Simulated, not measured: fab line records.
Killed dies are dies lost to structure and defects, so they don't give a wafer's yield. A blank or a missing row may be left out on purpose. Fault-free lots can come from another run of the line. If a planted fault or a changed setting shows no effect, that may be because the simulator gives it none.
A single fault, viewed from 3 desks || flow n5Finfet || each desk has only its own numbers; what lay behind them comes last

## FOR THE TOOL OWNER'S DESK: rieDiel-06
The tool's own readings at N5_HKMG_FIN_ETCH_35 (etches SOC in N2/H2, target depth 215.8 nm, time 243.4 s): means of the sampled wafers that have a number, for each lot that ran on this tool. The brackets show how far a lot's mean lies from the usual mean; more than 4 standard deviations puts the lot out of limits, marked OUT.
Columns: A = drypumpMotorCurrentA at N5_HKMG_FIN_ETCH_35, usual 5.8 A; B = oesProductAu at N5_HKMG_FIN_ETCH_35, usual 0.74 a.u.; C = rfVppV at N5_HKMG_FIN_ETCH_35, usual 141.6 V; D = runLengthS at N5_HKMG_FIN_ETCH_35, usual 266.7 s; E = showerheadPlenumPTorr at N5_HKMG_FIN_ETCH_35, usual 2.54 Torr; F = throttleValvePct at N5_HKMG_FIN_ETCH_35, usual 17.89 %
{"lot": "L877", "first seen here": "day 6 17:55", "A": 5.6, "B": 0.73, "C": 142.6, "D": 266.6, "E": 2.63, "F": 17.88}
{"lot": "L879", "first seen here": "day 7 04:35", "A": 6.0, "B": 0.72, "C": 142.0, "D": 267.0, "E": 2.63, "F": 17.88}
{"lot": "L885", "first seen here": "day 8 15:50", "A": 5.9, "B": 0.72, "C": 142.5, "D": "240.7 (-63) OUT", "E": 2.62, "F": 17.90}
Finding of this desk: L885 out of limits; the first was L885 at day 8 15:50, on runLengthS at N5_HKMG_FIN_ETCH_35. L877, L879 stayed within limits.

## FROM THE METROLOGY DESK
Lot by lot, what the gauges showed, no matter which tool ran the lot: averages of those sampled wafers that carry a number. The brackets show how far a lot's mean lies from the usual mean; more than 4 standard deviations puts the lot out of limits, marked OUT. Readings shown: 7 out of 15 (the first out of limits, and those lying furthest out on some lot).
Columns: A = cdNm at N5_HKMG_FIN_CD_MEAS_12, usual 93.2 nm; B = DIBL_N at N5_BEOL_M4_RC_MEAS_101, usual 36.3 mV/V; C = IOFF_N_LONG at N5_BEOL_M4_RC_MEAS_101, usual 5.54e-05 nA/um; D = ION_N at N5_BEOL_M4_RC_MEAS_101, usual 675 uA/um; E = VT_N at N5_BEOL_M4_RC_MEAS_101, usual 250 mV; F = VT_N_LONG at N5_BEOL_M4_RC_MEAS_101, usual 274.8 mV; G = VT_N_LVT at N5_BEOL_M4_RC_MEAS_101, usual 99 mV
{"lot": "L870", "first seen here": "day 5 02:46", "A": 93.7, "B": 36.7, "C": 5.15e-05, "D": 679, "E": 253, "F": 277.3, "G": 100}
{"lot": "L871", "first seen here": "day 5 03:47", "A": 92.7, "B": 36.9, "C": 5.48e-05, "D": 674, "E": 249, "F": 275.7, "G": 98}
{"lot": "L873", "first seen here": "day 5 16:01", "A": 93.1, "B": 35.3, "C": 5.44e-05, "D": 670, "E": 251, "F": 276.2, "G": 101}
{"lot": "L876", "first seen here": "day 6 14:40", "A": 94.2, "B": 36.7, "C": 5.66e-05, "D": 679, "E": 249, "F": 275.7, "G": 94}
{"lot": "L877", "first seen here": "day 6 17:31", "A": 93.2, "B": 37.8, "C": 5.77e-05, "D": 682, "E": 246, "F": 273.0, "G": 98}
{"lot": "L879", "first seen here": "day 7 04:12", "A": 92.8, "B": 36.5, "C": 5.23e-05, "D": 681, "E": 250, "F": 276.3, "G": 101}
{"lot": "L880", "first seen here": "day 7 12:04", "A": 93.5, "B": 35.3, "C": 5.49e-05, "D": 666, "E": 250, "F": 274.1, "G": 98}
{"lot": "L885", "first seen here": "day 8 15:27", "A": 93.4, "B": 36.4, "C": 5.13e-05, "D": "607 (-5.7) OUT", "E": 253, "F": 280.2, "G": 102}
{"lot": "L889", "first seen here": "day 9 14:20", "A": 92.4, "B": 36.9, "C": 5.34e-05, "D": 675, "E": 250, "F": 274.9, "G": 98}
Per this desk, out of limits: L885; the first was L885, day 14 11:29 (ION_N at N5_BEOL_M4_RC_MEAS_101). L870, L871, L873, L876, L877, L879, L880, L889 stayed within limits.

## THE DEFECT DESK
What the inspections along the route counted, lot by lot: means of the sampled wafers that have a number. The brackets show how far a lot's mean lies from the usual mean; more than 4 standard deviations puts the lot out of limits, marked OUT.
Columns: A = rawDefectCount at N5_HKMG_FIN_INSPECT_61, usual 2.1
{"lot": "L870", "first seen here": "day 4 23:16", "A": 1.0}
{"lot": "L871", "first seen here": "day 5 00:27", "A": 4.0}
{"lot": "L873", "first seen here": "day 5 12:39", "A": 2.3}
{"lot": "L876", "first seen here": "day 6 11:20", "A": 1.7}
{"lot": "L877", "first seen here": "day 6 14:12", "A": 0.5}
{"lot": "L879", "first seen here": "day 7 00:58", "A": 0.7}
{"lot": "L880", "first seen here": "day 7 08:14", "A": 2.3}
{"lot": "L885", "first seen here": "day 8 11:59", "A": 4.0}
{"lot": "L889", "first seen here": "day 9 11:08", "A": 2.3}
Finding of this desk: none of the 9 lots has anything out of limits.

## BROUGHT TOGETHER
On L885, at day 8 15:50, an alarm was possible from the tool owner's desk.
Metrology desk: alarm possible at day 14 11:29 on L885.
Nothing out of limits was seen by the defect desk.
The defect desk has L885 on record, within its limits.
The lots listed all ran N5_HKMG_FIN_ETCH_35 on rieDiel-06.

## WHAT THE SIMULATOR HAD PUT IN
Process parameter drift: rieDiel-06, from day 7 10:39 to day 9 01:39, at N5_HKMG_FIN_ETCH_35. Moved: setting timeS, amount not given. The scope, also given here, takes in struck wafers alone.
Struck lots among those shown: L885.
Counting hours from when the fault started, the first reading out of limits came at 29 for the tool owner's desk and at 169 for the metrology desk.
